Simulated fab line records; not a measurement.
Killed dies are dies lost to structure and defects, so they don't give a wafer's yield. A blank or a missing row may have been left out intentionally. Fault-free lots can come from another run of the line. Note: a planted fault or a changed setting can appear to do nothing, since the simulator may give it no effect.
What tool caused it? / flow n5-finfet / 7 lots with 21 wafers sampled at 4 steps, on a route of 1938 steps

## WHAT EACH GAUGE READ, for each wafer
N5_BEOL_M4_RC_MEAS_101.
lot=L634; measured=day 8 12:03; on=prober-01; VT_N (mV)=250.1 250.3 248.5
lot=L638; measured=day 9 12:39; on=prober-02; VT_N (mV)=249.0 248.5 248.4
lot=L646; measured=day 11 15:14; on=prober-02; VT_N (mV)=247.4 249.3 249.5
lot=L649; measured=day 12 04:41; on=prober-02; VT_N (mV)=245.1 247.1 249.1
lot=L651; measured=day 12 14:46; on=prober-01; VT_N (mV)=248.8 249.9 250.0
lot=L654; measured=day 13 06:17; on=prober-01; VT_N (mV)=249.0 246.7 248.1

## EACH LOT AND THE TOOL THAT RAN IT (in order: tool; ch and the chambers of the sampled wafers; start)
lot=L634; N5_BEOL_M3_PRE_CLEAN_60=cvd-co-01 ch 0,2, day 8 03:56; N5_BEOL_M4_STRIP_19=rie-diel-04 ch 0,1,3, day 8 06:00; N5_BEOL_M4_ETCH_70=rie-diel-04 ch 0,1, day 8 06:52
lot=L636; N5_BEOL_M3_PRE_CLEAN_60=cvd-co-01 ch 0,1,2, day 8 07:57; N5_BEOL_M4_STRIP_19=rie-diel-04 ch 0,3, day 8 09:38; N5_BEOL_M4_ETCH_70=rie-diel-01 ch 0,3, day 8 12:52
lot=L638; N5_BEOL_M3_PRE_CLEAN_60=cvd-co-01 ch 0,1,2, day 9 02:25; N5_BEOL_M4_STRIP_19=rie-diel-04 ch 1,2,3, day 9 05:36; N5_BEOL_M4_ETCH_70=rie-diel-05 ch 2,3, day 9 08:17
lot=L646; N5_BEOL_M3_PRE_CLEAN_60=cvd-co-01 ch 0,1, day 11 02:58; N5_BEOL_M4_STRIP_19=rie-diel-01 ch 0,3, day 11 06:27; N5_BEOL_M4_ETCH_70=rie-diel-04 ch 1,3, day 11 08:32
lot=L649; N5_BEOL_M3_PRE_CLEAN_60=cvd-co-01 ch 1,2, day 11 09:20; N5_BEOL_M4_STRIP_19=rie-diel-01 ch 0,1, day 11 12:52; N5_BEOL_M4_ETCH_70=rie-diel-05 ch 0,1,3, day 11 22:10
lot=L651; N5_BEOL_M3_PRE_CLEAN_60=cvd-co-01 ch 0,2, day 12 07:34; N5_BEOL_M4_STRIP_19=rie-diel-04 ch 0,2, day 12 09:02; N5_BEOL_M4_ETCH_70=rie-diel-01 ch 1,2, day 12 10:22
lot=L654; N5_BEOL_M3_PRE_CLEAN_60=cvd-co-01 ch 0,1,2, day 12 17:03; N5_BEOL_M4_STRIP_19=rie-diel-04 ch 0,1,2, day 12 20:51; N5_BEOL_M4_ETCH_70=rie-diel-05 ch 0,1,3, day 13 01:50
- N5_BEOL_M3_PRE_CLEAN_60: time 15 s.
- N5_BEOL_M4_STRIP_19: strips in O2.
- N5_BEOL_M4_ETCH_70: etches SOC in N2/H2, target depth 80 nm, overetch 24 nm, time 130 s.

## THE ANSWER, worked out from the rows above alone
Rule: the lots themselves supply what counts as usual. The widest of any qualifying gaps counts: lots, ordered by their means at a reading, are off when they make up no more than a third of the lots, leave a main group of 4 or more, and stand apart from it by 3 or more times the standard deviation of that group's means. A main group whose means are all the same, to the digits that the tables above print for the reading, isn't used. A lot without any number at a reading at which 4 lots or more have one is off too. The other lots that the step has rows for count as sound.
No lot is off on any of the readings shown, so nothing can be concluded from this.

## WHAT HAD BEEN PUT IN BY THE SIMULATOR
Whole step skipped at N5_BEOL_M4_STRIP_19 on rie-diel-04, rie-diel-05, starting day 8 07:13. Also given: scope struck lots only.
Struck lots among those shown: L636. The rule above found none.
